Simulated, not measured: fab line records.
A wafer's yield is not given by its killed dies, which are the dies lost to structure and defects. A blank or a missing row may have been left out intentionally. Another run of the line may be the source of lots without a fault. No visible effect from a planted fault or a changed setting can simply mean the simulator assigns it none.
fab line records	flow nand_harc	part 1 of 2: steps 1 to 4 of 6
record: lots: 23	wafers: 69	last_day: 32
route steps=1302 shown A_SLIT@937 A_CONTACT@1012
lots that met no fault: from a run of the same line without faults
start_h: hours from the record's opening day to when the first of the lot's shown wafers began	wait_h: how many hours have passed since the lot's step before this one	" as in the row above	L1.1+2: a single row standing in for several wafers	- no value, or no start given	* or withheld: withheld	< > ~ a bound
route shown NAME@n: a module of which the file shows steps, and the number in the route of the first	usual: the fault-free wafers' mean and standard deviation	same: alike in all rows	chamber/n: place in a boat	sites: per-site readings	_std_site: their standard deviation	_edge_site: outer sites' mean less inner sites'	radius_mm: for every site, how far away it sits from the centre of the wafer	mask NAME#n: copy n	behind: the last tool/chamber to shape the wafer	hold: why the lot went on hold/how many hours it stayed there/how the hold came to an end	device: the transistor (n, p or np) that didn't switch	end of line: the route-end tests of the same wafers	a step with no rows: only its recipe	killed: at the first sort, the dies lost to defects and structure; wafer yield is something else	map: per-die view of a wafer (x killed, . not killed, _ where there is no die)
set.NAME: the run value of the setting; set.NAME@STEP: its run value at that earlier step	model.NAME: the simulator's own value behind a step, which no gauge read
one table for each step of the route and one row for each wafer, over a sample of lots
services: a tool's chamber out of use, with start hour (start_h, from the record's first day; less than 0 if before it), hours out, and reason
== steps ==
step: NHARC_A_SLIT_ETCH_24
recipe: target_depth_a: 1210	time_s: 60.5	cf4_flow_sccm: 100	chf3_flow_sccm: 30	ar_flow_sccm: 0	rf_w: 500	bias_w: 200	chemistry: CF4/CHF3
usual: drypump_motor_current_A: 5.6/0.46	oes_product_au: 0.954/0.02	rf_vpp_V: 371.3/1.7	showerhead_plenum_p_Torr: 1.60/0.045	throttle_valve_pct: 16.802/0.009
lot.wafer	tool	chamber	start_h	wait_h	drypump_motor_current_A	oes_product_au	rf_hours_counter_h	rf_vpp_V	showerhead_plenum_p_Torr	throttle_valve_pct
L074.3	rie_diel-10	1	427.03	0.1	6.4	0.959	1.3	371.1	1.63	16.815
L074.2	"	3	"	"	6.2	0.965	2.0	371.1	1.58	16.800
L074.6	"	0	"	"	6.6	0.959	-	369.2	1.55	16.808
L075.3	rie_diel-03	0	432.97	0.1	5.3	0.953	8.5	372.9	1.63	16.803
L075.6	"	2	"	"	5.2	0.966	-	370.3	1.59	16.790
L075.5	"	3	"	"	5.5	0.982	-	369.3	1.55	16.792
L078.1	rie_diel-10	0	456.00	0.1	6.6	0.943	3.8	369.0	1.55	16.782
L078.4	"	1	"	"	6.4	0.943	3.4	373.0	1.63	16.797
L078.6	"	3	"	"	6.2	0.925	-	371.2	1.58	16.815
L076.2	rie_diel-05	3	456.99	0.1	5.7	0.961	3.4	371.7	1.60	16.809
L076.4	"	1	"	"	5.8	0.970	-	372.1	1.62	16.793
L076.5	"	2	"	"	5.8	0.977	-	371.5	1.63	16.805
L079.2	rie_diel-05	3	481.86	0.1	5.7	0.946	5.5	372.5	1.60	16.782
L079.3	"	0	"	"	6.1	0.958	1.6	369.8	1.53	16.800
L079.6	"	0	"	"	6.1	0.964	-	369.5	1.53	16.791
L077.3	rie_diel-03	1	482.04	0.1	5.2	0.970	0.8	374.0	1.67	16.807
L077.4	"	2	"	"	5.2	0.973	0.7	371.8	1.59	16.805
L077.5	"	1	"	"	5.2	0.961	-	373.0	1.67	16.806
L080.3	rie_diel-03	3	485.64	0.1	5.5	0.967	1.1	370.5	1.55	16.807
L080.1	"	0	"	"	5.3	0.944	1.3	372.6	1.63	16.811
L080.5	"	0	"	"	5.3	0.951	-	371.5	1.63	16.793
L081.4	rie_diel-10	3	511.75	0.1	6.2	0.950	7.3	369.7	1.58	16.794
L081.1	"	0	"	"	6.6	0.978	5.6	370.0	1.55	16.795
L081.6	"	2	"	"	5.3	0.978	-	368.0	1.50	16.813
L082.3	rie_diel-03	1	518.87	0.1	5.2	0.902	3.1	371.7	1.66	16.789
L082.2	"	2	"	"	5.2	0.916	2.9	369.9	1.59	16.795
L082.4	"	3	"	"	5.5	0.912	2.0	370.8	1.55	16.797
L083.1	rie_diel-03	3	522.51	0.1	5.5	0.936	2.9	369.9	1.55	16.804
L083.2	"	2	"	"	5.2	0.936	3.4	369.7	1.59	16.803
L083.6	"	0	"	"	5.3	0.934	-	371.1	1.63	16.809
L084.4	rie_diel-10	1	529.36	0.1	6.5	0.960	7.6	372.7	1.63	16.800
L084.2	"	3	"	"	6.2	0.942	9.2	371.3	1.58	16.798
L084.1	"	0	"	"	6.6	0.966	7.4	369.5	1.55	16.809
L087.3	rie_diel-05	1	552.03	0.1	5.8	0.923	7.3	372.0	1.62	16.799
L087.2	"	3	"	"	5.8	0.902	7.8	373.2	1.60	16.809
L087.1	"	0	"	"	6.1	0.930	3.4	369.9	1.53	16.793
L086.2	rie_diel-03	2	552.23	0.1	5.2	0.942	6.7	371.9	1.59	16.808
L086.3	"	3	"	"	5.5	0.942	6.6	370.6	1.55	16.810
L086.6	"	1	"	"	5.2	0.928	-	373.8	1.66	16.822
L089.3	rie_diel-03	2	560.72	0.1	5.2	0.956	8.6	370.4	1.59	16.812
L089.4	"	0	"	"	5.3	0.965	6.6	372.2	1.63	16.795
L089.6	"	2	"	"	5.2	0.967	-	370.8	1.59	16.805
L088.2	rie_diel-03	2	561.54	0.7	5.2	0.945	9.1	370.1	1.59	16.818
L088.4	"	3	"	"	5.5	0.951	9.0	369.8	1.55	16.788
L088.5	"	2	"	"	5.2	0.942	-	370.1	1.59	16.808
L090.4	rie_diel-03	2	572.46	0.1	5.2	0.939	9.7	371.5	1.59	16.800
L090.3	"	3	"	"	5.5	0.964	10.1	369.3	1.55	16.804
L090.6	"	2	"	"	5.2	0.937	-	372.6	1.59	16.793
L092.3	rie_diel-10	0	604.60	0.1	6.5	0.958	0.4	369.4	1.55	16.805
L092.5	"	1	"	"	6.4	0.957	-	371.9	1.63	16.805
L092.6	"	3	"	"	6.2	0.947	-	370.6	1.58	16.797
L091.1	rie_diel-05	0	604.95	0.1	6.1	0.956	1.8	369.9	1.53	16.793
L091.5	"	1	"	"	5.8	0.984	-	372.8	1.62	16.792
L091.6	"	2	"	"	5.8	0.975	-	373.3	1.63	16.815
L093.3	rie_diel-05	1	633.77	0.1	5.8	0.966	2.9	372.9	1.62	16.815
L093.4	"	3	"	"	5.7	0.965	3.3	370.8	1.60	16.816
L093.2	"	0	"	"	6.2	0.958	3.5	368.3	1.53	16.798
L094.4	rie_diel-03	0	634.27	0.1	5.3	0.934	1.0	373.0	1.63	16.809
L094.5	"	2	"	"	5.2	0.973	-	370.7	1.59	16.796
L094.6	"	3	"	"	5.5	0.956	-	368.9	1.55	16.803
L096.1	rie_diel-03	2	643.71	0.1	5.2	0.959	1.8	371.0	1.59	16.800
L096.4	"	3	"	"	5.5	0.966	2.0	371.1	1.55	16.809
L096.2	"	0	"	"	5.3	0.969	2.1	373.0	1.63	16.805
L095.4	rie_diel-03	1	645.73	0.1	5.2	0.929	2.8	372.5	1.66	16.808
L095.2	"	3	"	"	5.5	0.927	2.5	369.4	1.55	16.806
L095.5	"	1	"	"	5.2	0.924	-	374.2	1.66	16.789
L097.2	rie_diel-10	1	651.90	0.1	6.4	0.976	4.2	372.6	1.63	16.806
L097.3	"	2	"	"	5.3	0.963	3.5	367.3	1.50	16.810
L097.1	"	0	"	"	6.6	0.960	5.0	369.6	1.55	16.795
step: NHARC_A_SLIT_ETCH_29
recipe: target_depth_a: 1000	overetch_a: 100	time_s: 55	ion_energy_ev: 100	cf4_flow_sccm: 80	o2_flow_sccm: 20	ar_flow_sccm: 0	rf_w: 300	bias_w: 100	chemistry: CF4/O2
usual: drypump_motor_current_A: 5.7/0.49	oes_product_au: 0.996/0.012	rf_vpp_V: 198.1/1.3	showerhead_plenum_p_Torr: 1.35/0.042	throttle_valve_pct: 13.397/0.01
lot.wafer	tool	chamber	start_h	wait_h	drypump_motor_current_A	oes_product_au	rf_hours_counter_h	rf_vpp_V	showerhead_plenum_p_Torr	throttle_valve_pct
L074.3	rie_diel-05	1	432.71	0.1	5.8	1.017	2	198.9	1.38	13.407
L074.2	"	2	"	"	5.8	1.015	2	198.9	1.39	13.398
L074.6	"	3	"	"	5.7	0.991	-	197.6	1.36	13.394
L075.3	rie_diel-10	2	440.84	0.1	5.3	1.026	3	197.6	1.27	13.387
L075.5	"	2	"	"	5.3	1.018	-	196.5	1.27	13.401
L075.6	"	3	"	"	6.1	0.995	-	196.1	1.34	13.403
L078.1	rie_diel-03	1	461.69	0.1	5.2	0.986	0	200.3	1.42	13.398
L078.4	"	3	"	"	5.5	0.991	0	198.9	1.32	13.386
L078.6	"	0	"	"	5.3	0.990	-	198.5	1.39	13.407
L076.2	rie_diel-03	3	462.95	0.1	5.5	0.997	0	197.9	1.32	13.400
L076.4	"	0	"	"	5.3	0.984	0	199.4	1.39	13.390
L076.5	"	3	"	"	5.5	0.995	-	197.8	1.32	13.399
L079.2	rie_diel-05	2	487.54	0.1	5.8	1.015	6	198.7	1.38	13.397
L079.3	"	3	"	"	5.7	0.989	6	197.3	1.36	13.413
L079.6	"	1	"	"	5.8	1.004	-	198.7	1.38	13.402
L077.3	rie_diel-03	2	487.67	0.1	5.2	0.992	3	200.1	1.35	13.411
L077.4	"	0	"	"	5.3	0.989	2	198.6	1.39	13.394
L077.5	"	2	"	"	5.2	0.982	-	198.2	1.35	13.399
L080.1	rie_diel-10	2	495.46	0.1	5.3	1.008	7	197.3	1.27	13.415
L080.3	"	3	"	"	6.2	0.988	7	197.6	1.34	13.401
L080.5	"	3	"	"	6.2	0.989	-	198.7	1.34	13.395
L081.4	rie_diel-05	0	518.74	0.1	6.1	0.980	3	198.5	1.29	13.411
L081.1	"	3	"	"	5.7	0.978	7	197.7	1.36	13.383
L081.6	"	0	"	"	6.2	0.985	-	196.7	1.29	13.390
L082.3	rie_diel-03	3	524.62	0.1	5.4	0.996	4	197.8	1.32	13.382
L082.2	"	2	"	"	5.2	0.990	4	197.3	1.35	13.402
L082.4	"	2	"	"	5.2	0.985	-	198.5	1.35	13.394
L083.2	rie_diel-10	2	531.07	0.1	5.3	1.025	9	194.6	1.27	13.393
L083.1	"	3	"	"	6.2	1.005	10	199.4	1.34	13.381
L083.6	"	1	"	"	6.4	1.006	-	199.3	1.38	13.420
L084.1	rie_diel-10	0	535.04	0.1	6.6	1.005	8	196.1	1.31	13.408
L084.2	"	1	"	"	6.4	1.005	9	199.7	1.39	13.400
L084.4	"	2	"	"	5.3	1.020	10	196.1	1.27	13.397
L087.3	rie_diel-10	1	557.74	0.1	6.4	0.997	9	198.0	1.38	13.403
L087.2	"	2	"	"	5.3	1.014	10	196.3	1.27	13.387
L087.1	"	0	"	"	6.6	0.999	8	197.1	1.31	13.387
L086.3	rie_diel-10	2	558.14	0.1	5.3	1.015	10	195.6	1.27	13.396
L086.2	"	1	"	"	6.4	0.999	9	199.1	1.39	13.389
L086.6	"	2	"	"	5.3	1.016	-	196.6	1.27	13.392
L089.3	rie_diel-10	3	566.46	0.1	6.2	0.973	10	197.0	1.34	13.381
L089.4	"	1	"	"	6.4	0.998	9	199.6	1.39	13.398
L089.6	"	0	"	"	6.5	0.993	-	198.1	1.31	13.400
L088.2	rie_diel-03	2	567.18	0.1	5.2	0.977	10	197.7	1.35	13.388
L088.4	"	0	"	"	5.3	0.993	9	197.8	1.39	13.415
L088.5	"	1	"	"	5.2	0.990	-	199.9	1.41	13.405
L090.3	rie_diel-03	0	578.54	0.1	5.3	0.985	9	199.8	1.39	13.382
L090.4	"	3	"	"	5.5	1.008	11	197.2	1.31	13.400
L090.6	"	0	"	"	5.3	0.988	-	198.6	1.39	13.392
L092.3	rie_diel-03	1	610.53	0.1	5.2	0.988	11	199.8	1.41	13.393
L092.5	"	2	"	"	5.2	0.989	-	198.0	1.35	13.388
L092.6	"	3	"	"	5.5	1.000	-	197.1	1.31	13.398
L091.1	rie_diel-10	2	610.63	0.1	5.3	1.006	1	195.4	1.27	13.396
L091.6	"	0	"	"	6.6	0.996	-	195.9	1.31	13.404
L091.5	"	1	"	"	6.4	1.005	-	198.7	1.38	13.395
L093.2	rie_diel-03	1	639.44	0.1	5.2	1.013	2	199.8	1.41	13.392
L093.3	"	2	"	"	5.2	0.992	2	199.1	1.35	13.391
L093.4	"	3	"	"	5.5	0.993	2	197.8	1.31	13.417
L094.5	rie_diel-10	0	639.99	0.1	6.5	0.998	-	197.3	1.31	13.405
L094.4	"	1	"	"	6.4	1.013	-	199.7	1.38	13.394
L094.6	"	2	"	"	5.3	0.997	-	197.0	1.27	13.391
L096.2	rie_diel-05	2	649.36	0.1	5.8	1.011	5	199.5	1.38	13.384
L096.4	"	3	"	"	5.7	0.992	5	199.2	1.36	13.405
L096.1	"	1	"	"	5.8	1.005	4	198.6	1.38	13.379
L095.4	rie_diel-03	2	653.17	0.1	5.2	0.982	3	199.9	1.35	13.422
L095.2	"	3	"	"	5.5	0.988	3	196.4	1.31	13.395
L095.5	"	2	"	"	5.2	0.989	-	198.2	1.35	13.411
L097.2	rie_diel-03	0	657.80	0.1	5.3	0.987	4	196.8	1.39	13.401
L097.3	"	1	"	"	5.2	1.015	4	200.9	1.41	13.376
L097.1	"	2	"	"	5.2	0.997	3	198.0	1.35	13.409
step: NHARC_A_CONTACT_ETCH_118
recipe: source_w: withheld	pressure_mtorr: 20	bias_v: 3000	time_s: 190	target_depth_a: 18500	ar_flow_sccm: withheld	c4f8_flow_sccm: withheld	o2_flow_sccm: withheld	chemistry: C4F8/O2/Ar
lot.wafer	tool	chamber	start_h	wait_h	rf_hours_counter_h
L074.2	har_cap_etch-03	0	471.00	0.1	44
L074.3	"	1	"	"	-
L074.6	"	0	"	"	-
L075.3	har_cap_etch-02	0	477.23	0.1	-
L075.6	"	0	"	"	-
L075.5	"	1	"	"	-
L076.2	har_cap_etch-01	1	496.61	0.1	2
L076.4	"	1	"	"	-
L076.5	"	1	"	"	-
L078.1	har_cap_etch-03	1	496.69	0.2	50
L078.4	"	1	"	"	-
L078.6	"	0	"	"	-
L079.2	har_cap_etch-03	0	522.76	0.2	54
L079.3	"	0	"	"	-
L079.6	"	0	"	"	-
L077.3	har_cap_etch-02	0	523.33	0.1	-
L077.4	"	1	"	"	-
L077.5	"	0	"	"	-
L080.1	har_cap_etch-01	1	530.84	0.1	8
L080.3	"	0	"	"	-
L080.5	"	0	"	"	-
L081.1	har_cap_etch-03	0	553.41	0.1	59
L081.4	"	1	"	"	-
L081.6	"	0	"	"	-
L082.2	har_cap_etch-02	1	559.31	0.1	99
L082.4	"	1	"	"	-
L082.3	"	0	"	"	-
L083.2	har_cap_etch-03	1	567.97	0.1	61
L083.1	"	0	"	"	61
L083.6	"	0	"	"	-
L084.1	har_cap_etch-01	1	572.33	0.1	15
L084.2	"	0	"	"	15
L084.4	"	0	"	"	-
L086.2	har_cap_etch-01	1	592.55	0.2	20
L086.3	"	0	"	"	-
L086.6	"	0	"	"	-
L087.1	har_cap_etch-03	0	595.46	0.1	68
L087.2	"	1	"	"	68
L087.3	"	1	"	"	-
L088.2	har_cap_etch-02	1	602.24	0.1	109
L088.4	"	0	"	"	-
L088.5	"	0	"	"	-
L089.4	har_cap_etch-01	1	603.81	0.1	-
L089.3	"	0	"	"	-
L089.6	"	0	"	"	-
L090.3	har_cap_etch-03	1	614.38	0.1	-
L090.4	"	0	"	"	-
L090.6	"	0	"	"	-
L092.3	har_cap_etch-03	1	645.17	0.1	-
L092.5	"	1	"	"	-
L092.6	"	0	"	"	-
L091.1	har_cap_etch-01	0	645.32	0.1	31
L091.5	"	1	"	"	-
L091.6	"	0	"	"	-
L094.4	har_cap_etch-03	1	673.25	0.1	-
L094.5	"	0	"	"	-
L094.6	"	1	"	"	-
L093.2	har_cap_etch-01	1	673.36	0.1	34
L093.4	"	1	"	"	-
L093.3	"	0	"	"	-
L096.1	har_cap_etch-01	1	686.02	0.1	37
L096.2	"	0	"	"	37
L096.4	"	1	"	"	-
L095.2	har_cap_etch-02	0	687.51	0.1	122
L095.4	"	1	"	"	-
L095.5	"	0	"	"	-
L097.1	har_cap_etch-03	0	697.99	0.1	87
L097.2	"	1	"	"	87
L097.3	"	0	"	"	-
step: NHARC_A_CONTACT_CD_MEAS_69
recipe: target_cd_nm: 300	landing_energy_ev: 500
usual: cd_nm: 299.7/0.53
lot.wafer	tool	chamber	start_h	wait_h	cd_nm
L074.2	cd_sem-01	0	477.97	-	300.9
L074.3	"	0	"	"	300.7
L074.6	"	0	"	"	300.6
L075.3	cd_sem-03	0	486.70	-	299.4
L075.5	"	0	"	"	299.5
L075.6	"	0	"	"	300.3
L076.2	cd_sem-02	0	503.67	-	299.4
L076.4	"	0	"	"	300.1
L076.5	"	0	"	"	300.2
L078.1	cd_sem-03	0	504.17	-	300.7
L078.4	"	0	"	"	300.7
L078.6	"	0	"	"	300.6
L077.3	cd_sem-01	0	532.50	-	299.3
L077.4	"	0	"	"	299.1
L077.5	"	0	"	"	299.0
L079.2	cd_sem-02	0	534.47	-	299.4
L079.3	"	0	"	"	300.0
L079.6	"	0	"	"	299.2
L080.1	cd_sem-01	0	537.68	-	299.7
L080.3	"	0	"	"	299.5
L080.5	"	0	"	"	299.8
L081.1	cd_sem-03	0	561.24	-	299.2
L081.4	"	0	"	"	299.6
L081.6	"	0	"	"	299.9
L082.2	cd_sem-01	0	568.15	-	299.3
L082.3	"	0	"	"	299.7
L082.4	"	0	"	"	300.0
L083.1	cd_sem-03	0	577.99	-	299.7
L083.2	"	0	"	"	299.6
L083.6	"	0	"	"	299.8
L084.1	cd_sem-03	0	581.75	-	299.4
L084.2	"	0	"	"	299.3
L084.4	"	0	"	"	299.2
L086.2	cd_sem-01	0	600.34	-	299.0
L086.3	"	0	"	"	299.0
L086.6	"	0	"	"	299.2
L087.1	cd_sem-02	0	605.54	-	300.0
L087.2	"	0	"	"	300.3
L087.3	"	0	"	"	300.1
L088.2	cd_sem-01	0	612.53	-	299.5
L088.4	"	0	"	"	299.3
L088.5	"	0	"	"	299.1
L089.3	cd_sem-03	0	614.32	-	299.7
L089.4	"	0	"	"	299.7
L089.6	"	0	"	"	299.8
L090.3	cd_sem-03	0	621.67	-	299.5
L090.4	"	0	"	"	300.0
L090.6	"	0	"	"	300.0
L092.3	cd_sem-03	0	652.25	-	299.5
L092.5	"	0	"	"	299.4
L092.6	"	0	"	"	299.5
L091.1	cd_sem-02	0	654.73	-	300.0
L091.5	"	0	"	"	299.2
L091.6	"	0	"	"	300.3
L094.4	cd_sem-03	0	680.08	-	299.2
L094.5	"	0	"	"	299.3
L094.6	"	0	"	"	299.2
L093.2	cd_sem-01	0	680.36	-	300.6
L093.3	"	0	"	"	300.1
L093.4	"	0	"	"	300.1
L096.1	cd_sem-01	0	693.85	-	299.8
L096.2	"	0	"	"	299.1
L096.4	"	0	"	"	299.5
L095.2	cd_sem-01	0	697.10	-	299.9
L095.4	"	0	"	"	299.3
L095.5	"	0	"	"	299.0
L097.1	cd_sem-03	0	705.39	-	298.8
L097.2	"	0	"	"	298.6
L097.3	"	0	"	"	299.3
